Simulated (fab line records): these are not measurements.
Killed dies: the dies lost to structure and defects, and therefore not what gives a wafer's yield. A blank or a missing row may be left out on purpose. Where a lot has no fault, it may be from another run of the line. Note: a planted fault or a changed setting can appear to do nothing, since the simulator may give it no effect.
fab line records + flow n5-finfet
[record]
- lots = 12
- wafers = 34
- last-day = 18
route steps=1938 shown BEOL_M9@1445
lots untouched by any fault: they come from a run of this same line in which no faults occurred
start-h: hours from the record's first day to the start of the lot's first wafer shown + wait-h: time in hours since the lot's previous step + " as in the row above + L1.1+2: a single row standing in for several wafers + - either no value or no given start + * or withheld: withheld + < > ~ a bound
route shown NAME@n: a module of which the file shows steps, and the number in the route of the first + usual: the fault-free wafers' mean and standard deviation + same: alike in all rows + chamber/n: place in a boat + sites: per-site readings + _std_site: how widely they spread, as a standard deviation + _edge_site: mean of outer sites minus mean of inner sites + radius-mm: for every site, how far away it sits from the centre of the wafer + mask NAME#n: copy n + behind: the most recent tool/chamber to have shaped the wafer + hold: the reason the lot was held/the length of the hold in hours/how it ended + device: which transistor (n, p or np) failed to switch + end of line: the same wafers' tests at the end of the route + for a step that has no rows: nothing shown but its recipe + killed: dies that structure and defects cost at the first sort, which is not the same as the wafer's yield + map: a wafer's dies, marking killed ones x, the rest . and places with no die _
set.NAME: setting as actually run; set.NAME@STEP: the setting as run at that earlier step + model.NAME: the simulator's own value behind a step, which no gauge read
a sample of lots followed through the steps of the route, with each step as a table and each wafer as a row
services: the hour from which a tool's chamber was out of use, counted from the record's first day as start-h (under 0 if before that day), plus the number of hours and why
[[steps]]
[step N5_BEOL_M9_STRIP_36]
[recipe]
- chemistry = N2/H2
- power-w = 450
- temp-c = 40
- pressure-mtorr = 20
- rf-frequency-hz = 6e+07
- overash-fraction = 0.3
- bias-power-w = 7
- h2-frac = 0.5
- n2-flow-sccm = 200
- h2-flow-sccm = 200
[usual]
- bias-power-w = 7.001/0.02
- drypump-motor-current-A = 5.80/0.25
- oes-product-au = 0.78/0.08
- rf-vpp-V = 59.2/1.4
- showerhead-plenum-p-Torr = 2.55/0.075
- throttle-valve-pct = 23.6/0.41
| lot.wafer | tool        | chamber | start-h | wait-h | bias-power-w | drypump-motor-current-A | oes-product-au | rf-hours-counter-h | rf-vpp-V | showerhead-plenum-p-Torr | throttle-valve-pct |
|-----------|-------------|---------|---------|--------|--------------|-------------------------|----------------|--------------------|----------|--------------------------|--------------------|
| L762.3    | rie-diel-06 | 3       | 213.83  | 0.0    | 6.968        | 5.87                    | 0.85           | 65                 | 57.6     | 2.46                     | 23.0               |
| L762.4    | "           | 0       | "       | "      | 7.016        | 6.12                    | 0.71           | 221                | 60.4     | 2.50                     | 23.5               |
| L762.6    | "           | 1       | "       | "      | 6.993        | 5.42                    | 0.75           | -                  | 61.5     | 2.64                     | 23.9               |
| L763.1    | rie-diel-06 | 2       | 224.22  | 0.0    | 7.001        | 5.85                    | 0.75           | 178                | 58.8     | 2.54                     | 24.1               |
| L763.3    | "           | 3       | "       | "      | 7.027        | 5.85                    | 0.84           | 68                 | 60.8     | 2.46                     | 23.0               |
| L763.5    | "           | 0       | "       | "      | 7.013        | 6.12                    | 0.71           | -                  | 60.6     | 2.50                     | 23.5               |
| L766.3    | rie-diel-05 | 2       | 236.77  | 0.0    | 6.975        | 6.08                    | 0.68           | 217                | 57.7     | 2.42                     | 23.9               |
| L766.6    | "           | 2       | "       | "      | 7.013        | 6.10                    | 0.69           | -                  | 60.0     | 2.42                     | 23.9               |
| L769.3    | rie-diel-05 | 2       | 259.21  | 0.0    | 7.021        | 6.04                    | 0.70           | 226                | 60.6     | 2.42                     | 23.9               |
| L769.6    | "           | 1       | "       | "      | 7.049        | 5.91                    | 0.68           | -                  | 58.7     | 2.61                     | 24.1               |
| L768.1    | rie-diel-05 | 0       | 261.31  | 0.0    | 7.025        | 5.61                    | 0.89           | 29                 | 58.6     | 2.59                     | 23.2               |
| L768.2    | "           | 2       | "       | "      | 6.951        | 6.05                    | 0.69           | 227                | 59.1     | 2.42                     | 24.0               |
| L768.3    | "           | 1       | "       | "      | 7.000        | 5.92                    | 0.69           | 235                | 60.7     | 2.61                     | 24.2               |
| L770.4    | rie-diel-03 | 2       | 275.66  | 0.0    | 7.013        | 5.72                    | 0.84           | 82                 | 60.5     | 2.68                     | 23.2               |
| L770.5    | "           | 1       | "       | "      | 6.998        | 6.37                    | 0.69           | -                  | 59.1     | 2.63                     | 23.3               |
| L770.6    | "           | 0       | "       | "      | 7.006        | 5.64                    | 0.87           | -                  | 59.6     | 2.59                     | 24.0               |
| L779.2    | rie-diel-03 | 1       | 330.56  | 0.0    | 6.980        | 6.35                    | 0.69           | 211                | 58.4     | 2.62                     | 23.3               |
| L779.4    | "           | 2       | "       | "      | 7.008        | 5.72                    | 0.82           | 100                | 61.2     | 2.67                     | 23.3               |
| L779.5    | "           | 3       | "       | "      | 7.012        | 5.45                    | 0.74           | -                  | 60.6     | 2.45                     | 24.0               |
| L778.2    | rie-diel-06 | 2       | 330.60  | 0.0    | 7.022        | 5.84                    | 0.72           | 198                | 58.6     | 2.53                     | 24.1               |
| L778.4    | "           | 0       | "       | "      | 7.027        | 6.07                    | 0.68           | 244                | 58.2     | 2.49                     | 23.5               |
| L778.6    | "           | 2       | "       | "      | 7.026        | 5.85                    | 0.73           | -                  | 57.5     | 2.53                     | 24.1               |
| L781.2    | rie-diel-06 | 1       | 331.14  | 0.0    | 7.021        | 5.43                    | 0.75           | 189                | 59.7     | 2.63                     | 24.0               |
| L781.4    | "           | 0       | "       | "      | 6.999        | 6.12                    | 0.68           | 244                | 60.0     | 2.49                     | 23.5               |
| L781.5    | "           | 3       | "       | "      | 7.027        | 5.88                    | 0.82           | -                  | 59.6     | 2.45                     | 23.0               |
| L780.1    | rie-diel-05 | 0       | 368.98  | 0.0    | 6.986        | 5.63                    | 0.86           | 58                 | 57.6     | 2.58                     | 23.2               |
| L780.2    | "           | 1       | "       | "      | 6.963        | 5.93                    | 0.96           | 8                  | 61.8     | 2.60                     | 23.6               |
| L780.5    | "           | 1       | "       | "      | 7.008        | 5.92                    | 0.95           | -                  | 57.2     | 2.60                     | 23.6               |
| L785.2    | rie-diel-03 | 3       | 371.94  | 0.0    | 7.007        | 5.47                    | 0.74           | 177                | 60.1     | 2.45                     | 24.1               |
| L785.3    | "           | 1       | "       | "      | 6.984        | 6.33                    | 0.67           | 222                | 60.3     | 2.62                     | 23.3               |
| L785.5    | "           | 1       | "       | "      | 6.990        | 6.35                    | 0.67           | -                  | 59.5     | 2.62                     | 23.3               |
| L782.3    | rie-diel-05 | 3       | 373.02  | 0.0    | 6.990        | 5.65                    | 0.82           | 76                 | 60.4     | 2.55                     | 23.6               |
| L782.4    | "           | 3       | "       | "      | 7.009        | 5.62                    | 0.82           | -                  | 57.1     | 2.55                     | 23.6               |
| L782.5    | "           | 1       | "       | "      | 7.010        | 5.93                    | 0.95           | -                  | 57.1     | 2.60                     | 23.7               |
[step N5_BEOL_M9_CVD_78]
[recipe]
- material = Co
- target-thk-a = 20
- temp-c = withheld
- precursor = CCTBA/H2
- pressure-torr = 30
- time-s = 138.9
[usual]
- run-length-s = 161.8/0.54
| lot.wafer | tool      | chamber | start-h | wait-h | run-length-s | since-wet-clean-h |
|-----------|-----------|---------|---------|--------|--------------|-------------------|
| L762.3    | cvd-co-01 | 0       | 216.61  | 0.0    | 161.3        | 977               |
| L762.4    | "         | 1       | "       | "      | 161.7        | -                 |
| L762.6    | "         | 0       | "       | "      | 161.5        | -                 |
| L763.1    | cvd-co-01 | 0       | 227.19  | 0.3    | 161.6        | 987               |
| L763.3    | "         | 1       | "       | "      | 161.9        | 91                |
| L763.5    | "         | 0       | "       | "      | 161.3        | -                 |
| L766.3    | cvd-co-01 | 1       | 238.28  | 0.1    | 116.6        | -                 |
| L766.6    | "         | 1       | "       | "      | 161.8        | -                 |
| L769.3    | cvd-co-01 | 2       | 261.40  | 0.1    | 116.4        | 562               |
| L769.6    | "         | 2       | "       | "      | 162.4        | -                 |
| L768.1    | cvd-co-01 | 2       | 262.66  | 0.0    | 161.8        | 563               |
| L768.2    | "         | 0       | "       | "      | 161.6        | 1023              |
| L768.3    | "         | 1       | "       | "      | 117.2        | 126               |
| L770.4    | cvd-co-02 | 0       | 277.21  | 0.1    | 162.2        | -                 |
| L770.5    | "         | 2       | "       | "      | 161.0        | -                 |
| L770.6    | "         | 1       | "       | "      | 161.6        | -                 |
| L779.2    | cvd-co-02 | 2       | 331.89  | 0.2    | 160.9        | 414               |
| L779.4    | "         | 1       | "       | "      | 161.6        | -                 |
| L779.5    | "         | 0       | "       | "      | 161.9        | -                 |
| L778.2    | cvd-co-02 | 1       | 332.38  | 0.0    | 161.7        | 1311              |
| L778.4    | "         | 1       | "       | "      | 161.9        | -                 |
| L778.6    | "         | 2       | "       | "      | 160.8        | -                 |
| L781.2    | cvd-co-02 | 0       | 332.47  | 0.1    | 161.9        | 874               |
| L781.4    | "         | 0       | "       | "      | 162.6        | -                 |
| L781.5    | "         | 2       | "       | "      | 161.0        | -                 |
| L780.1    | cvd-co-01 | 0       | 370.46  | 0.1    | 161.6        | 1130              |
| L780.2    | "         | 2       | "       | "      | 162.4        | 671               |
| L780.5    | "         | 0       | "       | "      | 161.2        | -                 |
| L785.2    | cvd-co-02 | 2       | 373.78  | 0.1    | 160.8        | 456               |
| L785.3    | "         | 0       | "       | "      | 162.3        | 915               |
| L785.5    | "         | 0       | "       | "      | 163.1        | -                 |
| L782.3    | cvd-co-01 | 1       | 374.71  | 0.0    | 161.9        | 238               |
| L782.4    | "         | 2       | "       | "      | 162.0        | -                 |
| L782.5    | "         | 1       | "       | "      | 161.9        | -                 |
[step N5_BEOL_M9_DEP_56]
[recipe]
- material = SiCN
- target-thk-a = 150
- temp-c = withheld
- precursor = 3MS/NH3
- pressure-torr = 3
- rf-w = 202
- time-s = 26.5
[usual]
- showerhead-plenum-p-Torr = 3.664/0.018
- throttle-valve-pct = 8.8/0.41
| lot.wafer | tool     | chamber | start-h | wait-h | showerhead-plenum-p-Torr | since-wet-clean-h | throttle-valve-pct |
|-----------|----------|---------|---------|--------|--------------------------|-------------------|--------------------|
| L762.3    | pecvd-02 | 0       | 217.64  | 0.0    | 3.669                    | 1284              | 9.5                |
| L762.4    | "        | 1       | "       | "      | 3.633                    | -                 | 9.1                |
| L762.6    | "        | 2       | "       | "      | 3.677                    | -                 | 8.3                |
| L763.1    | pecvd-03 | 0       | 228.24  | 0.0    | 3.673                    | 751               | 8.5                |
| L763.3    | "        | 0       | "       | "      | 3.674                    | -                 | 8.9                |
| L763.5    | "        | 1       | "       | "      | 3.637                    | -                 | 8.8                |
| L766.3    | pecvd-03 | 0       | 240.24  | 0.0    | 3.666                    | 763               | 8.6                |
| L766.6    | "        | 2       | "       | "      | 3.662                    | -                 | 8.3                |
| L769.3    | pecvd-03 | 2       | 264.11  | 0.0    | 3.661                    | 33                | 8.6                |
| L769.6    | "        | 0       | "       | "      | 3.676                    | -                 | 8.9                |
| L768.1    | pecvd-03 | 2       | 265.20  | 0.0    | 3.663                    | 34                | 8.6                |
| L768.2    | "        | 1       | "       | "      | 3.651                    | 1513              | 8.9                |
| L768.3    | "        | 1       | "       | "      | 3.634                    | -                 | 8.8                |
| L770.4    | pecvd-02 | 1       | 278.18  | 0.0    | 3.640                    | -                 | 8.9                |
| L770.5    | "        | 2       | "       | "      | 3.678                    | -                 | 7.9                |
| L770.6    | "        | 0       | "       | "      | 3.664                    | -                 | 9.4                |
| L779.2    | pecvd-02 | 1       | 332.97  | 0.0    | 3.648                    | 2124              | 9.1                |
| L779.4    | "        | 1       | "       | "      | 3.647                    | -                 | 9.5                |
| L779.5    | "        | 0       | "       | "      | 3.666                    | -                 | 9.4                |
| L778.2    | pecvd-04 | 2       | 333.42  | 0.0    | 3.673                    | 283               | 8.6                |
| L778.4    | "        | 0       | "       | "      | 3.693                    | -                 | 8.4                |
| L778.6    | "        | 1       | "       | "      | 3.682                    | -                 | 9.2                |
| L781.2    | pecvd-03 | 0       | 333.57  | 0.0    | 3.683                    | 856               | 8.9                |
| L781.4    | "        | 2       | "       | "      | 3.663                    | -                 | 8.6                |
| L781.5    | "        | 1       | "       | "      | 3.639                    | -                 | 8.5                |
| L780.1    | pecvd-03 | 1       | 372.39  | 0.0    | 3.629                    | 1620              | 9.0                |
| L780.2    | "        | 2       | "       | "      | 3.671                    | 141               | 8.5                |
| L780.5    | "        | 1       | "       | "      | 3.640                    | -                 | 8.9                |
| L785.2    | pecvd-03 | 0       | 375.00  | 0.0    | 3.683                    | 898               | 8.9                |
| L785.3    | "        | 2       | "       | "      | 3.665                    | 144               | 8.8                |
| L785.5    | "        | 2       | "       | "      | 3.666                    | -                 | 8.7                |
| L782.3    | pecvd-02 | 2       | 375.94  | 0.0    | 3.667                    | 688               | 8.3                |
| L782.4    | "        | 1       | "       | "      | 3.647                    | -                 | 9.1                |
| L782.5    | "        | 2       | "       | "      | 3.698                    | -                 | 8.2                |
[step N5_BEOL_M9_INSPECT_58]
[recipe]
- inspect-instrument = darkfield
- mode = post-dep
[usual]
- raw-defect-count = 67/23
| lot.wafer | tool              | chamber | start-h | wait-h | raw-defect-count |
|-----------|-------------------|---------|---------|--------|------------------|
| L762.3    | defect-inspect-02 | -       | 217.74  | 0.0    | 64               |
| L762.4    | "                 | -       | "       | "      | 52               |
| L762.6    | "                 | -       | "       | "      | 46               |
| L763.1    | defect-inspect-02 | -       | 228.36  | 0.0    | 35               |
| L763.3    | "                 | -       | "       | "      | 44               |
| L763.5    | "                 | -       | "       | "      | 67               |
| L766.3    | defect-inspect-02 | -       | 240.35  | 0.0    | 66               |
| L766.6    | "                 | -       | "       | "      | 90               |
| L769.3    | defect-inspect-01 | -       | 264.21  | 0.0    | 67               |
| L769.6    | "                 | -       | "       | "      | 49               |
| L768.1    | defect-inspect-02 | -       | 265.32  | 0.0    | 69               |
| L768.2    | "                 | -       | "       | "      | 47               |
| L768.3    | "                 | -       | "       | "      | 75               |
| L770.4    | defect-inspect-01 | -       | 278.26  | 0.0    | 95               |
| L770.5    | "                 | -       | "       | "      | 56               |
| L770.6    | "                 | -       | "       | "      | 50               |
| L779.2    | defect-inspect-01 | -       | 333.07  | 0.0    | 71               |
| L779.4    | "                 | -       | "       | "      | 72               |
| L779.5    | "                 | -       | "       | "      | 86               |
| L778.2    | defect-inspect-02 | -       | 333.52  | 0.0    | 110              |
| L778.4    | "                 | -       | "       | "      | 111              |
| L778.6    | "                 | -       | "       | "      | 106              |
| L781.2    | defect-inspect-02 | -       | 333.67  | 0.0    | 84               |
| L781.4    | "                 | -       | "       | "      | 79               |
| L781.5    | "                 | -       | "       | "      | 107              |
| L780.1    | defect-inspect-02 | -       | 372.49  | 0.0    | 69               |
| L780.2    | "                 | -       | "       | "      | 77               |
| L780.5    | "                 | -       | "       | "      | 55               |
| L785.2    | defect-inspect-02 | -       | 375.10  | 0.0    | 53               |
| L785.3    | "                 | -       | "       | "      | 86               |
| L785.5    | "                 | -       | "       | "      | 97               |
| L782.3    | defect-inspect-01 | -       | 376.04  | 0.0    | 79               |
| L782.4    | "                 | -       | "       | "      | 66               |
| L782.5    | "                 | -       | "       | "      | 76               |
[[services]]
| tool        | chamber | start-h | hours | kind                          |
|-------------|---------|---------|-------|-------------------------------|
| rie-diel-05 | 3       | 199.25  | 6.7   | repair                        |
| pecvd-03    | 2       | 202.38  | -     | clean                         |
| pecvd-03    | 2       | 202.38  | -     | consumable-replace:showerhead |
| rie-diel-05 | -       | 215.61  | 0.7   | repair                        |
| cvd-co-01   | 2       | 231.13  | 12.4  | repair                        |
| pecvd-04    | 2       | 233.81  | 14.8  | repair                        |
| pecvd-04    | -       | 237.05  | 0.8   | repair                        |
| rie-diel-05 | 3       | 239.24  | 9.6   | repair                        |
| rie-diel-06 | 2       | 252.13  | 10.8  | repair                        |
| pecvd-03    | -       | 255.45  | 3.2   | repair                        |
| rie-diel-06 | 0       | 256.55  | 7.3   | repair                        |
| rie-diel-06 | 1       | 257.61  | 3.4   | repair                        |
| rie-diel-03 | 1       | 264.32  | 8.9   | repair                        |
| pecvd-03    | 0       | 264.70  | 12.5  | repair                        |
| pecvd-04    | -       | 264.72  | 2.1   | repair                        |
| rie-diel-05 | -       | 264.84  | 14.6  | pm                            |
| pecvd-03    | 0       | 286.79  | 6.2   | repair                        |
| pecvd-03    | 1       | 289.53  | 4.4   | repair                        |
| rie-diel-06 | 3       | 291.33  | 1.9   | repair                        |
| rie-diel-05 | 1       | 312.03  | 4.2   | repair                        |
| rie-diel-05 | -       | 329.63  | 7.5   | repair                        |
| cvd-co-01   | -       | 358.06  | 1.3   | repair                        |
| rie-diel-05 | 3       | 365.69  | 3.9   | repair                        |
| rie-diel-06 | 0       | 369.06  | 18.3  | repair                        |
[[key]]
[first-sign]
- step = N5_BEOL_M9_CVD_78
- reading = run-length-s
- direction = down
- sigmas = 84
- usual = *
- struck = *
effect none on later readings
met-at N5_BEOL_M9_CVD_78
struck-lots L766,L768,L769
struck-wafers L766.3,L768.3,L769.3
not-acting-at N5_BEOL_M9_STRIP_36,N5_BEOL_M9_DEP_56,N5_BEOL_M9_INSPECT_58
onset-between 227.19 238.28
[fault]
- kind = process-parameter-drift
- tool = cvd-co-01
- chamber = -
- onset-h = 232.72
- steps = N5_BEOL_M9_CVD_78
- channel = time-s
- offset = *
- shape = step
- end-h = 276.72
- scope = struck-wafers-only
- acts-in = *
- stated = *
